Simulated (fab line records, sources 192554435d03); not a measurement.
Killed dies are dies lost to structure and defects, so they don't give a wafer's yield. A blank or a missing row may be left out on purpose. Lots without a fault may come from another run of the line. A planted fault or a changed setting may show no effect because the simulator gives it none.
Chamber matching | flow n5_finfet | N5_BEOL_M10_STRIP_67 on rie_diel-04: 4 sister chambers
The step strips in CF4. 18 wafers are shown with their chamber, then 9 later ones without.

WAFERS WITH THEIR CHAMBER
wafer  | chamber | drypump_motor_current_A (A) | throttle_valve_pct (%) | showerhead_plenum_p_Torr (Torr)
L076.1 | 0       | 5.9                         | 13.56                  | 1.78
L076.2 | 2       | 5.7                         | 13.78                  | 1.86
L076.4 | 1       | 5.4                         | 12.99                  | 1.74
L074.2 | 0       | 5.9                         | 13.54                  | 1.78
L074.3 | 1       | 5.4                         | 13.00                  | 1.74
L074.4 | 3       | 5.0                         | 13.20                  | 1.88
L078.3 | 3       | 5.0                         | 13.19                  | 1.87
L078.5 | 3       | 5.0                         | 13.22                  | 1.87
L078.6 | 0       | 5.9                         | 13.56                  | 1.78
L079.1 | 3       | 4.9                         | 13.21                  | 1.87
L079.2 | 0       | 5.9                         | 13.58                  | 1.78
L079.6 | 1       | 5.4                         | 13.01                  | 1.74
L082.4 | 2       | 5.7                         | 13.82                  | 1.85
L082.5 | 3       | 5.0                         | 13.23                  | 1.87
L082.6 | 2       | 5.7                         | 13.82                  | 1.85
L090.3 | 2       | 5.7                         | 13.85                  | 1.85
L090.4 | 0       | 5.9                         | 13.63                  | 1.77
L090.6 | 1       | 5.4                         | 13.05                  | 1.73

SIGNATURES (means of the wafers above)
reading                  | chamber 0 | chamber 1 | chamber 2 | chamber 3 | scatter within a chamber
drypump_motor_current_A  | 5.900     | 5.400     | 5.700     | 4.980     | 0.0239
throttle_valve_pct       | 13.5740   | 13.0125   | 13.8175   | 13.2100   | 0.0271
showerhead_plenum_p_Torr | 1.7780    | 1.7375    | 1.8525    | 1.8720    | 0.00471
Rule: a wafer's distance from a chamber is the root of the sum, over the readings, of the square of ((its reading less the chamber's mean) divided by the reading's scatter). The wafer belongs to the nearest chamber; if the next one is less than 2 further off, it can't be placed. The scatter: the root of (the sum of the squares of (reading less its chamber's mean) over the shown wafers, divided by (wafers less chambers)).

WAFERS WITHOUT THEIR CHAMBER
wafer  | drypump_motor_current_A (A) | throttle_valve_pct (%) | showerhead_plenum_p_Torr (Torr)
L089.3 | 5.0                         | 13.28                  | 1.87
L089.5 | 5.7                         | 13.86                  | 1.85
L089.6 | 5.4                         | 13.07                  | 1.73
L094.1 | 5.4                         | 13.10                  | 1.73
L094.2 | 5.9                         | 13.63                  | 1.77
L094.4 | 4.9                         | 13.30                  | 1.86
L093.1 | 5.7                         | 13.87                  | 1.85
L093.2 | 5.4                         | 13.09                  | 1.73
L093.4 | 5.9                         | 13.64                  | 1.77

WHICH CHAMBER EACH WENT THROUGH
wafer  | from the rows above | in truth
L089.3 | 3                   | 3
L089.5 | 2                   | 2
L089.6 | 1                   | 1
L094.1 | 1                   | 1
L094.2 | 0                   | 0
L094.4 | 3                   | 3
L093.1 | 2                   | 2
L093.2 | 1                   | 1
L093.4 | 0                   | 0
Placed correctly: 9 of 9. Can't be placed from these rows: 0. Placed wrongly: 0.
